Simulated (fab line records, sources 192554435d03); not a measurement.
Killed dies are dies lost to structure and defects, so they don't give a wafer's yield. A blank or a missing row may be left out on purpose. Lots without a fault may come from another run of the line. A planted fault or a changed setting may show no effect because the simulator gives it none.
fab line records | flow n5_finfet | part 2 of 2: steps 16 to 16 of 16
record lots=6 wafers=17 last_day=15
route steps=1938 shown BEOL_M2@889 BEOL_M4@1111 PASSIVATION@1936
lots that met no fault: from a run of the same line without faults
start_h: hours from the record's first day to the start of the lot's first wafer shown | wait_h: hours since the lot's step before | " the same as in the row above | L1.1+2: a row that stands for several wafers | - no value, or no start given | * or withheld: withheld | < > ~ a bound
route shown NAME@n: a module of which the file shows steps, and the number in the route of the first | usual: mean/standard deviation of fault-free wafers | same: alike in all rows | chamber/n: place in a boat | sites: the reading at each site | _std_site: their standard deviation | _edge_site: outer sites' mean less inner sites' | radius_mm: how far each site lies from the wafer's centre | mask NAME#n: copy n | behind: the tool/chamber that last shaped the wafer | hold: why the lot was held/for how many hours/how that ended | device: the transistor (n, p or np) that didn't switch | end of line: the same wafers' tests at the end of the route | a step without rows: its recipe alone | killed: dies lost to structure and defects at the first sort, not the wafer's yield | map: a wafer's dies, x killed, . not, _ none there
set.NAME: the setting as run; set.NAME@STEP: as run at that earlier step | model.NAME: the simulator's own value behind a step, which no gauge read
lots at some steps of the route; a table a step, a row a wafer
services: from which hour (start_h, from the record's first day; less than 0 if before it) a tool's chamber was out of use, for how many hours, and why
## steps
# step N5_PASSIVATION_PROBE_49
# usual defect_limited_yield=91.5/1.5 killed_at_M0_to_M3=32/9.4 killed_at_M4_up=12/5.1 killed_at_contacts=11/7.4 killed_at_front_end=41/11 killed_at_other=3.4/2.5 killed_dies=100/17 killed_on_rim=13/4.4 killed_open=65/14 killed_short=33/7 sort_bin_4_leakage=0.00/0.01 sort_bin_5_function=4.9/0.96 sort_bin_6_memory=3.1/0.7 sort_n_pass=1080/17 sort_yield_pct=91.5/1.5
# same gross_dies=1180 killed_at_back_side=0 sort_bin_8_speed[%]=0
# columns lot.wafer tool chamber start_h wait_h defect_limited_yield[%] killed_at_M0_to_M3 killed_at_M4_up killed_at_contacts killed_at_front_end killed_at_other killed_dies killed_on_rim killed_open killed_short sort_bin_4_leakage[%] sort_bin_5_function[%] sort_bin_6_memory[%] sort_n_pass sort_yield_pct[%]
L359.1 prober-02 - 251.34 0.0 90.2 34 14 4 59 5 116 18 66 42 0 4.6 4.7 1064 90.2
L359.5 prober-02 - 251.54 0.2 89.9 37 16 13 48 5 119 18 84 33 0 5.4 4.3 1061 89.9
L359.6 prober-02 - 251.59 0.3 91.2 30 15 11 45 3 104 11 69 32 0 5.7 2.9 1076 91.2
L361.1 prober-01 - 255.69 0.0 92.3 27 14 8 38 4 91 7 56 26 0 3.9 3.1 1089 92.3
L361.3 prober-01 - 255.79 0.1 93.6 22 7 14 29 4 76 13 44 23 0 3.8 1.4 1104 93.6
L361.4 prober-01 - 255.84 0.2 92.7 26 10 11 32 7 86 9 43 43 0 4.2 2.9 1094 92.7
L372.1 prober-01 - 326.39 0.0 91.9 39 7 8 40 2 96 12 56 40 0 5.1 2.9 1084 91.9
L372.4 prober-01 - 326.54 0.2 91.9 40 9 12 35 0 96 13 68 27 0 5.2 2.7 1084 91.9
L375.2 prober-02 - 342.76 0.1 91.9 20 23 11 40 1 95 14 71 22 0 4.7 2.9 1085 91.9
L375.3 prober-02 - 342.81 0.1 91.7 43 10 4 40 1 98 10 65 33 0 4.7 3.4 1082 91.7
L375.5 prober-02 - 342.91 0.2 93.4 25 11 7 35 0 78 10 57 21 0 3.9 2.6 1102 93.4
L374.2 prober-02 - 349.87 0.1 21.5 861 3 11 47 4 926 124 53 39 70.59 5.3 2.5 254 21.5
L374.3 prober-02 - 349.92 0.1 25.7 818 7 8 43 1 877 125 58 43 65.68 5.0 3.5 303 25.7
L374.5 prober-02 - 350.02 0.2 24.8 827 9 19 30 2 887 112 67 28 67.03 5.0 3.1 293 24.8
L377.1 prober-01 - 351.80 0.0 23.6 838 14 7 39 3 901 121 53 43 68.22 4.8 2.9 279 23.6
L377.3 prober-01 - 351.90 0.1 25.9 830 3 13 28 0 874 111 46 23 68.22 3.1 2.5 306 25.9
L377.5 prober-01 - 352.00 0.2 21.0 862 11 12 47 0 932 115 61 34 70.93 4.4 3.6 248 21.0
# killed by level:class
L359.1 STI_FIN_REVEAL:geometric_particle:open=22 BEOL_M2:geometric_particle:open=9 BEOL_M0_SAQP:geometric_particle:short=8 FIN_SAQP:geometric_particle:open=7 FIN_SAQP:geometric_particle:short=6 ILD0:geometric_particle:short=6 BEOL_M4:geometric_particle:open=6 STI_FIN_REVEAL:geometric_particle:short=5
L359.5 FIN_SAQP:geometric_particle:short=12 BEOL_M3:geometric_particle:open=11 MOL_CONTACT_COAG:geometric_particle:open=11 STI_FIN_REVEAL:geometric_particle:open=10 BEOL_M0_SAQP:geometric_particle:open=9 FIN_SAQP:geometric_particle:open=8 BEOL_M4:geometric_particle:open=6 BEOL_M2:geometric_particle:open=4
L359.6 FIN_SAQP:geometric_particle:open=13 FIN_SAQP:geometric_particle:short=9 BEOL_M0_SAQP:geometric_particle:open=9 BEOL_M4:geometric_particle:open=8 MOL_CONTACT_COAG:geometric_particle:open=7 BEOL_M3:geometric_particle:open=7 STI_FIN_REVEAL:geometric_particle:open=6 BEOL_M0_SAQP:geometric_particle:short=5
L361.1 HKMG_FIN:area_etch=8 BEOL_M0_SAQP:geometric_particle:open=7 BEOL_M2:geometric_particle:open=6 BEOL_M4:geometric_particle:open=6 FIN_SAQP:geometric_particle:open=5 STI_FIN_REVEAL:geometric_particle:open=5 MOL_CONTACT_COAG:geometric_particle:open=5 DUMMY_GATE:geometric_particle:open=4
L361.3 MOL_CONTACT_COAG:geometric_particle:open=12 HKMG_FIN:area_etch=9 DUMMY_GATE:geometric_particle:open=6 BEOL_M1:geometric_particle:open=5 BEOL_M4:geometric_particle:open=5 STARTING-WAFER:geometric_particle:short=4 GATE_CUT:geometric_particle:open=3 BEOL_M1:geometric_particle:short=3
L361.4 GATE_CUT:geometric_particle:short=8 BEOL_M2:geometric_particle:open=7 MOL_CONTACT_COAG:geometric_particle:short=6 STARTING-WAFER:geometric_particle:short=6 MOL_CONTACT_COAG:geometric_particle:open=5 FIN_SAQP:geometric_particle:open=4 BEOL_M0_SAQP:geometric_particle:short=4 BEOL_M2:geometric_particle:short=4
L372.1 BEOL_M0_SAQP:geometric_particle:short=12 STI_FIN_REVEAL:geometric_particle:open=11 BEOL_M0_SAQP:geometric_particle:open=10 MOL_CONTACT_COAG:geometric_particle:open=7 FIN_SAQP:geometric_particle:open=6 FIN_SAQP:geometric_particle:short=5 STI_FIN_REVEAL:geometric_particle:short=5 BEOL_M2:geometric_particle:open=5
L372.4 STI_FIN_REVEAL:geometric_particle:open=11 BEOL_M0_SAQP:geometric_particle:open=11 BEOL_M0_SAQP:geometric_particle:short=10 MOL_CONTACT_COAG:geometric_particle:open=9 BEOL_M3:geometric_particle:open=9 BEOL_M4:geometric_particle:open=9 DUMMY_GATE:geometric_particle:open=5 FIN_SAQP:geometric_particle:open=4
L375.2 BEOL_M2:geometric_particle:open=10 MOL_CONTACT_COAG:geometric_particle:open=9 BEOL_M4:geometric_particle:open=8 FIN_SAQP:geometric_particle:open=7 DUMMY_GATE:geometric_particle:open=7 GATE_CUT:geometric_particle:short=6 STI_FIN_REVEAL:geometric_particle:open=5 FIN_SAQP:geometric_particle:short=4
L375.3 STI_FIN_REVEAL:geometric_particle:open=17 BEOL_M0:geometric_particle:short=8 BEOL_M3:geometric_particle:open=8 BEOL_M0_SAQP:geometric_particle:open=7 BEOL_M2:geometric_particle:open=7 GATE_CUT:geometric_particle:short=6 BEOL_M0_SAQP:geometric_particle:short=6 GATE_CUT:geometric_particle:open=4
L375.5 BEOL_M2:geometric_particle:open=10 DUMMY_GATE:geometric_particle:open=9 FIN_SAQP:geometric_particle:open=6 BEOL_M3:geometric_particle:open=6 BEOL_M4:geometric_particle:open=6 DUMMY_GATE:geometric_particle:short=4 MOL_CONTACT_COAG:geometric_particle:open=4 GATE_CUT:geometric_particle:short=3
L374.2 M2:area_ald=833 FIN_SAQP:geometric_particle:open=10 FIN_SAQP:geometric_particle:short=9 MOL_CONTACT_COAG:geometric_particle:open=9 DUMMY_GATE:geometric_particle:open=7 BEOL_M2:geometric_particle:open=5 BEOL_M2:geometric_particle:short=5 BEOL_M0_SAQP:geometric_particle:short=4
L374.3 M2:area_ald=775 FIN_SAQP:geometric_particle:short=11 DUMMY_GATE:geometric_particle:open=10 FIN_SAQP:geometric_particle:open=9 BEOL_M1:geometric_particle:open=8 MOL_CONTACT_COAG:geometric_particle:open=6 BEOL_M2:geometric_particle:open=6 STARTING-WAFER:geometric_particle:short=6
L374.5 M2:area_ald=791 MOL_CONTACT_COAG:geometric_particle:open=18 BEOL_M1:geometric_particle:open=13 DUMMY_GATE:geometric_particle:open=8 FIN_SAQP:geometric_particle:open=6 BEOL_M1:geometric_particle:short=6 BEOL_M2:geometric_particle:open=4 BEOL_M3:geometric_particle:open=4
L377.1 M2:area_ald=805 FIN_SAQP:geometric_particle:short=9 GATE_CUT:geometric_particle:short=8 STI_FIN_REVEAL:geometric_particle:open=7 BEOL_M0_SAQP:geometric_particle:short=7 MOL_CONTACT_COAG:geometric_particle:open=6 BEOL_M2:geometric_particle:open=6 BEOL_M5:geometric_particle:open=5
L377.3 M2:area_ald=805 MOL_CONTACT_COAG:geometric_particle:open=10 FIN_SAQP:geometric_particle:open=7 STI_FIN_REVEAL:geometric_particle:open=7 BEOL_M3:geometric_particle:open=7 BEOL_M0_SAQP:geometric_particle:short=5 DUMMY_GATE:geometric_particle:open=4 BEOL_M2:geometric_particle:open=4
L377.5 M2:area_ald=837 MOL_CONTACT_COAG:geometric_particle:open=11 STI_FIN_REVEAL:geometric_particle:open=8 FIN_SAQP:geometric_particle:short=7 GATE_CUT:geometric_particle:short=7 BEOL_M2:geometric_particle:open=6 BEOL_M0_SAQP:geometric_particle:short=5 BEOL_M0_SAQP:geometric_particle:open=5
# map L374.2 (x killed, . not)
_________________x.xx.xx.xxxx________________
______________.xxxx.xxxxxxxxxx.x_____________
___________xxxxxxxxxx.xxx.x.xx.x.xx__________
__________x.xxxx.xxx.xxx.x.xxxx.x.xx_________
________xxxx..xx.xxxxxxxxxx.xxxx..xx.x_______
_______.x...xxxxxxxxxxxxxx.xxx..xx.x..x______
______xx.xxxxxxxxxxx.x.xxxxxxxxxxxxx.xxx_____
_____.x.xxxxx.x.x.xxxx.xxx.x.x.xxxxxxx..x____
____xxx.xxxxxx.xxxxxxx.x.xxxx.xx.xxxxxxx.x___
___xxxxxxxx.xxxxxxxxxx.xxxxxxx.xxx..xx..x.x__
___x.xxxxxxxxxxx..xxxxxxxx..xx.xxxxxx.xxxx.__
__xxxxxxxxxxxx.xxxxx.xxxxxxxxxxxxx..xxx.xxxx_
__xxxxxxx.xx.xxxx.xxxxxxxxxx.x.xxx.x.xxxxxxx_
_xxxxx.xxxxx.xxxxxxx.xxxxx.xxx.xx..xx.xxxx.xx
_xxxxx..xxxxxxx.xxxx.xxxxx.xxxxxx.xxxxxx.xxxx
_xxxxxxxxx.x.xxxxx..xxxx..x.xxx.xx.x.xxxxx.xx
_xx..xxx..xxxxx.xxxxx..xxxxxxxxxx.xx.xx.x..xx
_.xxx..xxxx.xxxxxxxxxx.xx.x.xxxxx...x.xxxxxxx
_xxxxxxx..xxx.xxxxx.xxxxxxxxx.xx..xxx.xxxxxxx
_.xxxxx.x.xxxxx..xx..xxxx.xxxxxxx.xxxx.xx....
_xxxxxxxxx.xxxxxxxxxxxx..xxx.x..xxxxxxxxx.xxx
__xxxxxxxxxx.x.x.x.xxx.xxx.xxxxxxxxx...x..xx_
__xxxxxxxxx.x.x..xx.x..xxxxxxxxxxxx.xxx..x.x_
___xxx.x.x....x.xxxxxxxxxxx.xxxxx...xxxx.xx__
___x..xxxxxxxxxxxxxxxxxxxxxxxxxxxx.xxxxx...__
____xxxxxxx...xxxx.xxxx.xx.xx..x.xxxxxxxxx___
_____xx..xxxx.xxxxxx..xxxx.xxxxx.xxxxx.x.____
______xxxx.x..xxxxxxxxxx....xxx.xx.xxxxx_____
_______xxxxxxxxx.xx.xx.x.x.xxxxxx..xxxx______
________xxxxxxxxxxxxxxxxxxxxx.xxx.x.xx_______
__________xx.xxxx.x.xxxxxxxxxx.xxxxx_________
___________xxxxxx.xx.xxxxxx.xxxxxxx__________
______________xxxxxx.xxxxxx.xx.x_____________
_________________xxx...xxxxxx________________
# map L377.5 (x killed, . not)
_________________x.xxxx...xxx________________
______________x.xxxx..x..xxxxxxx_____________
___________x..x.x.x.xxxxxxxxxxxxxxx__________
__________..xxxxxxx.x.x.x.xxxxx..x.x_________
________xxxxxxxx.xxxxx.xxxxxxx.xxxx.xx_______
_______xxx.x..xxxxxxx.xxxxxxxxxxxxxxxx.______
______xxxxx.xx.x.xxxxxxxx.xxxxxxx.xxx.xx_____
_____xxxxxxxxx..xx.xxx.x.xxxxxxxxxxxx.xxx____
____.xxxxxxxx..xxxx.x.xx.x.x.xxxxxxxxx.xxx___
___.xxx.xxx.x.xx.xxxxxxxx.x.xxx.xxx.xx..xxx__
___xxxxxxxx...xxxxxx..x.x..x..xxx.xxxxxxx..__
__xxxxxxxxxxxx.xxxxxx.xxxxxxxxxxxxxxx.x..xx._
__.x.x.xx..xxx.xxxxx.xx.xx.xxx.x.xxx.x..xxxx_
_.xxx.xxxxx..x.xxx.xxxxxxxxx.xxx.xxxxxxxxx..x
_xxxxxxxxxx..x.xxxxxx..xxxxxxxxx.xxxxxxxxxxxx
_.xxxxxxxxxx.x.xxxxxxxxxxxxxxxxxxxxxxxx.xx.xx
_xxxx..xx....xxxxxx.xxxx.xx.x.xxx.xx..xxxx...
_xxxxxxxxxx.xxxxxxxxxxx.xxxxx.xxx..xxxxxx..x.
_x.xxxxx.xxxx.xxxxx.xx..xxxx.xxxxxxxxxx.x.xxx
_.xxx.xxxxxxxx...xx.xxxx..xxxxxxxxxxxx.xxxx.x
_..xxxxxx.xx.x.xx.xx.xx.xxx.x.xxxxxx.xxxxxxx.
__..xxxxxxxxxxxxxxxxxxxxxxxxxxxxx.xxx.xxxxxx_
__x..xxxxx.xx..xx.xx.x.xx.xx.xxxxxxxxxx.xxxx_
___xxxxxx.xxxxxx..xxxxxx.xxx.xxxx.xxxxx.x..__
___xxxxxxxxxxxxxxx...xxxxx.x.xxxxx.xxxxxxxx__
____xxxxxx....xx..xxxx.xx.xxxxxxxxxx.x.xxx___
_____x..xxxxxxxxxxxxxxxxxxxx.xxx.x.xxx.xx____
______.xxx.xxx.xxxxxxxxxxxx.xxx.xx.x.xx._____
_______xxxxx.xxxxxx.xxxxxxxxxx.xxxxxxxx______
________.xxx.xxxxxxxxxx.xx.xxxx...xxxx_______
__________xxxxx.xxxxxxxxxxxxxxxxxxxx_________
___________xxxxxxx.x.x.xxxxxxxxxxxx__________
______________.xxxx..xx.xxxxxxxx_____________
_________________xxxx.x..xxxx________________
## services
# columns tool chamber start_h hours kind
pvd_sputter-03 - 116.95 1.2 repair
rie_diel-02 1 162.23 15.8 repair
ald_metal-01 - 179.35 1.5 repair
rie_diel-02 - 192.75 0.2 repair
ald_metal-03 2 196.11 14.1 repair
rie_diel-06 0 198.38 - clean
rie_diel-06 0 198.38 - consumable_replace:focus_ring
rie_diel-06 0 198.38 20.0 scheduled_down
rie_diel-06 0 198.38 20.0 vent_cycle
rie_diel-04 0 208.52 8.1 repair
ald_metal-01 - 212.20 1.2 pm
rie_diel-06 3 218.47 - clean
rie_diel-06 3 218.47 - consumable_replace:focus_ring
rie_diel-06 3 218.47 14.5 scheduled_down
rie_diel-06 3 218.47 14.5 vent_cycle
ald_metal-01 2 218.57 58.5 repair
rie_diel-06 - 224.00 4.3 pm
rie_diel-06 1 232.93 - clean
rie_diel-06 1 232.93 - consumable_replace:focus_ring
rie_diel-06 1 232.93 23.5 scheduled_down
rie_diel-06 1 232.93 23.5 vent_cycle
## key
first_sign step=N5_BEOL_M2_ALD_84 reading=ald_cycles direction=down sigmas=99+ usual=* struck=*
effect step=N5_PASSIVATION_PROBE_49 reading=sort_bin_4_leakage direction=up sigmas=99+ usual=0.00 struck=68.45
model_effect step=N5_BEOL_M2_ALD_84 value=TaN_of_BEOL_M2_ALD_84.thk_nm without=* struck=*
more_kills_born_at N5_BEOL_M2_ALD_84@ald_metal-03=4846
met_at N5_BEOL_M2_ALD_84
struck_wafers L374.2,L374.3,L374.5,L377.1,L377.3,L377.5
later_rows_left_out L374.2,L374.3,L374.5,L377.1,L377.3,L377.5
onset_between 208.99 235.71
fault kind=process_parameter_drift tool=ald_metal-03 chamber=- onset_h=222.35 steps=N5_BEOL_M2_ALD_84 channel=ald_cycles offset=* shape=step end_h=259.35 acts_in=* stated=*
# later_rows_left_out: the simulator's readings of these wafers behind a module that went badly wrong aren't trusted and aren't shown, but for the sort
